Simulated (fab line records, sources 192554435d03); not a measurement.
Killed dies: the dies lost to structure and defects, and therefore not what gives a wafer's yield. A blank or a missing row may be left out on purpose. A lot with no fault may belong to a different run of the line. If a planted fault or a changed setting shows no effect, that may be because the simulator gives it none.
The tool behind it: which one?	flow n5-finfet	Sampling: 12 lots, 36 wafers, 5 of 1938 route steps

## WHAT EACH GAUGE READ, for each wafer
N5_BEOL_M4_RC_MEAS_101.
lot	measured	on	DIBL_N (mV/V)	DIBL_P (mV/V)	IOFF_N (nA/um)	IOFF_P (nA/um)	ION_N (uA/um)	ION_P (uA/um)	SS_N (mV/dec)	SS_P (mV/dec)	VT_N (mV)	VT_P (mV)
L280	day 8 00:16	prober-01	35.0 35.3 35.6	35.5 34.7 35.7	0.131 0.128 0.131	0.174 0.170 0.179	674 664 665	456 452 456	71.2 71.7 70.8	72.7 73.0 72.5	252.7 252.4 254.0	-254.4 -255.1 -254.1
L281	day 8 05:33	prober-01	35.3 37.3 34.9	34.4 37.2 34.2	0.136 0.170 0.129	0.177 0.217 0.175	671 682 668	462 467 461	70.8 71.2 70.1	73.1 74.0 73.2	250.8 248.2 250.4	-251.1 -250.9 -252.8
L282	day 8 10:10	prober-02	36.3 35.5 37.9	36.9 36.1 38.2	0.150 0.134 0.171	0.209 0.194 0.225	659 657 669	457 452 461	71.7 71.6 72.7	72.9 73.6 74.3	252.3 255.2 250.0	-251.1 -251.2 -252.0
L285	day 9 07:38	prober-02	36.7 35.1 35.3	37.4 36.1 36.2	0.170 0.145 0.144	0.224 0.196 0.196	669 665 661	464 456 458	72.4 71.5 70.9	73.5 73.2 73.4	247.3 251.9 251.8	-249.1 -252.0 -252.4
L288	day 9 14:26	prober-02	36.2 36.6 36.2	35.7 35.6 35.8	0.148 0.154 0.151	0.186 0.178 0.182	673 675 677	457 456 467	71.8 71.9 71.1	73.9 72.4 73.3	250.7 248.6 250.7	-252.1 -251.9 -252.5
L292	day 10 21:08	prober-02	37.0 37.3 37.2	37.4 37.7 38.3	0.161 0.164 0.170	0.206 0.208 0.222	671 668 687	460 455 462	71.6 72.2 72.1	73.0 73.4 72.6	253.7 250.5 247.8	-251.2 -253.6 -251.6
L293	day 11 07:20	prober-01	35.0 35.3 36.3	34.8 35.0 36.4	0.146 0.152 0.173	0.197 0.201 0.220	674 661 677	465 454 459	71.1 71.4 71.4	72.9 73.1 72.9	250.0 254.8 247.7	-252.0 -248.4 -250.4
L294	day 11 11:57	prober-01	36.6 36.8 36.1	36.7 36.7 34.8	0.187 0.202 0.169	0.259 0.271 0.233	685 687 682	470 475 471	71.7 71.7 71.1	73.0 72.9 72.7	247.2 243.5 247.3	-244.2 -244.8 -248.5
L298	day 12 07:06	prober-01	37.3 37.6 36.7	38.0 38.4 36.6	0.173 0.181 0.157	0.249 0.255 0.226	690 685 674	471 480 466	72.1 72.4 72.5	73.8 73.7 72.7	249.4 245.4 247.9	-244.6 -244.6 -248.5
L299	day 12 17:07	prober-02	37.5 35.4 35.9	35.7 34.3 34.6	0.148 0.120 0.132	0.179 0.157 0.162	665 667 660	448 455 455	71.8 70.2 72.1	73.4 72.9 72.3	251.7 252.6 252.5	-255.2 -255.0 -255.7
L300	day 12 23:17	prober-01	35.8 34.6 35.3	36.5 35.0 35.7	0.162 0.136 0.152	0.227 0.198 0.210	680 670 677	469 467 468	71.4 71.5 71.4	74.0 72.7 73.7	245.4 251.9 251.6	-247.4 -251.0 -245.4
L301	day 13 01:10	prober-01	35.8 36.5 35.6	34.6 34.8 34.3	0.141 0.147 0.142	0.206 0.210 0.208	679 665 681	470 463 472	71.0 71.5 71.0	73.2 72.5 72.6	250.3 248.9 250.8	-247.9 -246.2 -247.9

## EACH LOT AND THE TOOL THAT RAN IT (in order: tool; ch and the chambers of the sampled wafers; start)
lot	N5_BEOL_M2_SPUTTER_79	N5_BEOL_M2_ANNEAL_87	N5_BEOL_M2_ANNEAL_89	N5_BEOL_M2_SPUTTER_96
L280	pvd-sputter-03, day 6 19:28	pvd-sputter-03, day 6 19:59	pvd-sputter-03, day 6 20:13	pvd-sputter-03, day 6 21:01
L281	pvd-sputter-03, day 7 05:10	pvd-sputter-03, day 7 05:41	pvd-sputter-03, day 7 05:54	pvd-sputter-03, day 7 06:42
L282	pvd-sputter-02, day 7 08:33	pvd-sputter-02, day 7 09:04	pvd-sputter-02, day 7 09:17	pvd-sputter-02, day 7 10:05
L285	pvd-sputter-03, day 7 23:49	pvd-sputter-03, day 8 00:20	pvd-sputter-03, day 8 00:34	pvd-sputter-03, day 8 01:22
L288	pvd-sputter-02, day 8 12:34	pvd-sputter-02, day 8 13:05	pvd-sputter-02, day 8 13:19	pvd-sputter-02, day 8 14:07
L292	pvd-sputter-01, day 9 14:46	pvd-sputter-01, day 9 15:17	pvd-sputter-01, day 9 15:30	pvd-sputter-01, day 9 16:18
L293	pvd-sputter-02, day 10 11:40	pvd-sputter-02, day 10 12:11	pvd-sputter-02, day 10 12:25	pvd-sputter-02, day 10 13:13
L294	pvd-sputter-01, day 10 15:56	pvd-sputter-01, day 10 16:28	pvd-sputter-01, day 10 16:41	pvd-sputter-01, day 10 17:29
L298	pvd-sputter-01, day 11 08:55	pvd-sputter-01, day 11 09:26	pvd-sputter-01, day 11 09:39	pvd-sputter-01, day 11 10:27
L299	pvd-sputter-01, day 11 17:20	pvd-sputter-01, day 11 17:51	pvd-sputter-01, day 11 18:04	pvd-sputter-01, day 11 18:52
L300	pvd-sputter-02, day 11 19:52	pvd-sputter-02, day 11 20:27	pvd-sputter-02, day 11 20:42	pvd-sputter-02, day 11 21:36
L301	pvd-sputter-01, day 12 06:06	pvd-sputter-01, day 12 06:37	pvd-sputter-01, day 12 06:50	pvd-sputter-01, day 12 07:38
- N5_BEOL_M2_SPUTTER_79: material Cu, target thk 4.5 nm, time 8.29 s.
- N5_BEOL_M2_ANNEAL_87: time 240 s.
- N5_BEOL_M2_ANNEAL_89: time 240 s.
- N5_BEOL_M2_SPUTTER_96: material Cu, target thk 4.5 nm, time 8.29 s.

## WHAT THE TOOLS THEMSELVES READ (means of the sampled wafers that have a number; where no wafer has one, the mark that the record gives instead)
N5_BEOL_M2_SPUTTER_79.
lot	tool	chamber-pressure-pa (Pa)	chuck-gas-flow-sccm (sccm)	throttle-valve-pct (%)
L280	pvd-sputter-03	0.06996	1.28	30.3
L281	pvd-sputter-03	0.07002	1.25	30.1
L282	pvd-sputter-02	0.07003	1.34	29.1
L285	pvd-sputter-03	0.06995	1.25	30.2
L288	pvd-sputter-02	0.07003	1.22	28.9
L292	pvd-sputter-01	0.06997	1.27	29.8
L293	pvd-sputter-02	0.07004	1.30	29.6
L294	pvd-sputter-01	0.06999	1.26	29.6
L298	pvd-sputter-01	0.07001	1.23	29.3
L299	pvd-sputter-01	0.07003	1.27	28.9
L300	pvd-sputter-02	0.06995	1.26	29.1
L301	pvd-sputter-01	0.07009	1.26	30.2

N5_BEOL_M2_ANNEAL_87.
lot	tool	heater-power-w (W)
L280	pvd-sputter-03	838
L281	pvd-sputter-03	820
L282	pvd-sputter-02	897
L285	pvd-sputter-03	925
L288	pvd-sputter-02	764
L292	pvd-sputter-01	858
L293	pvd-sputter-02	951
L294	pvd-sputter-01	815
L298	pvd-sputter-01	825
L299	pvd-sputter-01	784
L300	pvd-sputter-02	889
L301	pvd-sputter-01	895

N5_BEOL_M2_ANNEAL_89.
lot	tool	heater-power-w (W)
L280	pvd-sputter-03	848
L281	pvd-sputter-03	830
L282	pvd-sputter-02	893
L285	pvd-sputter-03	928
L288	pvd-sputter-02	765
L292	pvd-sputter-01	865
L293	pvd-sputter-02	951
L294	pvd-sputter-01	835
L298	pvd-sputter-01	823
L299	pvd-sputter-01	788
L300	pvd-sputter-02	898
L301	pvd-sputter-01	902

N5_BEOL_M2_SPUTTER_96.
lot	tool	chamber-pressure-pa (Pa)	chuck-gas-flow-sccm (sccm)	throttle-valve-pct (%)
L280	pvd-sputter-03	0.07	1.28	30.2
L281	pvd-sputter-03	0.07	1.27	29.9
L282	pvd-sputter-02	0.07	1.29	29.2
L285	pvd-sputter-03	0.07	1.30	30.4
L288	pvd-sputter-02	0.07	1.23	29.0
L292	pvd-sputter-01	-	-	-
L293	pvd-sputter-02	-	-	-
L294	pvd-sputter-01	-	-	-
L298	pvd-sputter-01	0.07	1.28	29.3
L299	pvd-sputter-01	0.07	1.25	28.9
L300	pvd-sputter-02	0.07	1.25	29.1
L301	pvd-sputter-01	0.07	1.26	30.2

## THE ANSWER, worked out from the rows above alone
Rule: usual is defined by the lots themselves. Put in order of their means at a reading, lots are off if they are a third of the lots or fewer, leave a main group of 4 or more, and stand apart from it by a gap of 3 or more times the standard deviation of the main group's means; of several such gaps the widest counts. A main group is skipped when, at the precision printed for the reading in the tables above, its means are all equal. A lot without any number at a reading at which 4 lots or more have one is off too. All remaining lots with rows at the step are treated as sound. Order of review: gauges by route order, followed by the tools' own readings, for which a lot's mean as printed above is used. The first step at which some lot is off is used, and at that step the reading that is off furthest; a lot without a number counts as furthest.
Off: L292, L293, L294, at N5_BEOL_M2_SPUTTER_96 (chamber-pressure-pa). Without a number there: L292, L293, L294. Main group: mean 0.07 Pa, sd 0.
If a tool, at that step or one of the process steps before it, ran each lot that is off and ran no sound lot following the first of them, it fits. Of those tried, none fits.

## WHAT THE SIMULATOR HAD INSERTED
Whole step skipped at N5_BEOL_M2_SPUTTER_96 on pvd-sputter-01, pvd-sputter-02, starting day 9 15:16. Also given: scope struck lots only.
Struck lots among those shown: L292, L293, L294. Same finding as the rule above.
